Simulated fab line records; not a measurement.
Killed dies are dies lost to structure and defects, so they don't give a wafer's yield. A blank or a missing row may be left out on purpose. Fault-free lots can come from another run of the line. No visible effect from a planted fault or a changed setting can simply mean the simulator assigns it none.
Chamber matching | flow nand harc | 4 sister chambers for NHARC_P_M1_CMP_23 on cmp-01
The step polishes, t overpolish 20 s, target thk 157.82 nm. 4 wafers are shown with their chamber, then 10 later ones without.

## WAFERS PAIRED WITH THEIR CHAMBERS
wafer  | chamber | motor current A (A)
L087.4 | 2       | 12.0
L087.5 | 0       | 12.1
L088.1 | 3       | 13.4
L088.2 | 1       | 11.8

## WAFERS WITHOUT THEIR CHAMBER
wafer  | motor current A (A)
L088.4 | 12.0
L092.2 | 13.0
L092.5 | 11.8
L092.6 | 12.2
L093.2 | 12.7
L093.3 | 12.1
L093.6 | 12.7
L094.2 | 13.4
L094.3 | 12.0
L094.5 | 11.6

## CHAMBER TAKEN BY EACH
wafer  | from the rows above               | in truth
L088.4 | can't be placed: 2 or 0 or 1      | 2
L092.2 | can't be placed: 3 or 0 or 2      | 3
L092.5 | can't be placed: 1 or 2 or 0      | 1
L092.6 | can't be placed: 0 or 2 or 1      | 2
L093.2 | can't be placed: 0 or 2 or 3 or 1 | 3
L093.3 | can't be placed: 0 or 2 or 1      | 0
L093.6 | can't be placed: 0 or 2 or 3 or 1 | 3
L094.2 | 3                                 | 3
L094.3 | can't be placed: 2 or 0 or 1      | 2
L094.5 | can't be placed: 1 or 2 or 0      | 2
Placed correctly: 1 of 10. Unplaceable from these rows: 9, with the true chamber sitting among the candidates in 9. 0 placed wrongly.
How it was worked out, from the rows above alone: a wafer's distance from a chamber is the root of the sum, over the readings, of the square of ((its reading less the chamber's mean) divided by the reading's scatter). The wafer belongs to the nearest chamber; if the next one is less than 2 further off, it can't be placed. Each chamber's mean is taken over the wafers shown for it. The scatter (one wafer shown for each chamber): square how far every hidden wafer sits from the nearest shown wafer, average those squares and take the square root.
